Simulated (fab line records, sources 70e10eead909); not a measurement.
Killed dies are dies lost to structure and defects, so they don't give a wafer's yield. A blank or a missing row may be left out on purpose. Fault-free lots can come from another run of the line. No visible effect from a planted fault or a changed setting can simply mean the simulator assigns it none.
Chamber matching + flow nand_harc + 4 sister chambers for NHARC_A_CONTACT_ETCH_91 on rie_diel-08
The step etches the open film in CH3F/O2, target depth 40 nm, time 85.7 s. 16 wafers are shown with their chamber, then 8 later ones without.

== EACH WAFER AND ITS CHAMBER ==
| wafer  | chamber | drypump_motor_current_A (A) | showerhead_plenum_p_Torr (Torr) | rf_vpp_V (V) |
|--------|---------|-----------------------------|---------------------------------|--------------|
| L075.3 | 1       | 6.0                         | 2.64                            | 247.7        |
| L075.4 | 2       | 5.5                         | 2.34                            | 243.5        |
| L075.5 | 2       | 5.4                         | 2.34                            | 242.1        |
| L082.1 | 3       | 5.7                         | 2.38                            | 243.9        |
| L082.4 | 3       | 5.7                         | 2.38                            | 243.0        |
| L082.6 | 1       | 6.0                         | 2.63                            | 246.2        |
| L089.2 | 1       | 6.0                         | 2.63                            | 248.3        |
| L089.3 | 0       | 5.3                         | 2.58                            | 245.5        |
| L089.5 | 1       | 6.0                         | 2.63                            | 245.5        |
| L087.2 | 1       | 6.0                         | 2.63                            | 246.8        |
| L087.4 | 3       | 5.7                         | 2.37                            | 243.3        |
| L087.6 | 1       | 6.0                         | 2.63                            | 245.6        |
| L091.2 | 0       | 5.3                         | 2.57                            | 246.9        |
| L091.3 | 3       | 5.7                         | 2.37                            | 241.6        |
| L091.5 | 2       | 5.4                         | 2.33                            | 242.7        |
| L094.1 | 2       | 5.4                         | 2.32                            | 242.6        |

SIGNATURES (means of the wafers above)
| reading                  | chamber 0 | chamber 1 | chamber 2 | chamber 3 | scatter within a chamber |
|--------------------------|-----------|-----------|-----------|-----------|--------------------------|
| drypump_motor_current_A  | 5.300     | 6.000     | 5.425     | 5.700     | 0.025                    |
| showerhead_plenum_p_Torr | 2.5750    | 2.6317    | 2.3325    | 2.3750    | 0.00651                  |
| rf_vpp_V                 | 246.200   | 246.683   | 242.725   | 242.950   | 0.971                    |
Rule: a wafer lies at a distance from a chamber equal to the root of the sum of squares, over the readings, of (its reading less the chamber's mean, divided by the reading's scatter). The wafer belongs to the nearest chamber; if the next one is less than 2 further off, it can't be placed. The scatter: take each reading less its chamber's mean, square it, sum over the shown wafers, divide by the number of wafers less the number of chambers, and take the root.

== WAFERS WITH NO CHAMBER GIVEN ==
| wafer  | drypump_motor_current_A (A) | showerhead_plenum_p_Torr (Torr) | rf_vpp_V (V) |
|--------|-----------------------------|---------------------------------|--------------|
| L094.3 | 5.7                         | 2.36                            | 244.7        |
| L094.4 | 5.3                         | 2.57                            | 245.1        |
| L093.4 | 5.4                         | 2.32                            | 241.2        |
| L093.5 | 5.3                         | 2.57                            | 245.5        |
| L093.6 | 5.7                         | 2.36                            | 243.4        |
| L095.1 | 5.7                         | 2.36                            | 243.4        |
| L095.2 | 6.0                         | 2.62                            | 246.2        |
| L095.6 | 6.0                         | 2.62                            | 246.3        |

== WHICH CHAMBER EACH ONE RAN IN ==
| wafer  | from the rows above | in truth |
|--------|---------------------|----------|
| L094.3 | 3                   | 3        |
| L094.4 | 0                   | 0        |
| L093.4 | 2                   | 2        |
| L093.5 | 0                   | 0        |
| L093.6 | 3                   | 3        |
| L095.1 | 3                   | 3        |
| L095.2 | 1                   | 1        |
| L095.6 | 1                   | 1        |
Correctly placed: 8 of 8. Number that these rows cannot place: 0. 0 placed wrongly.
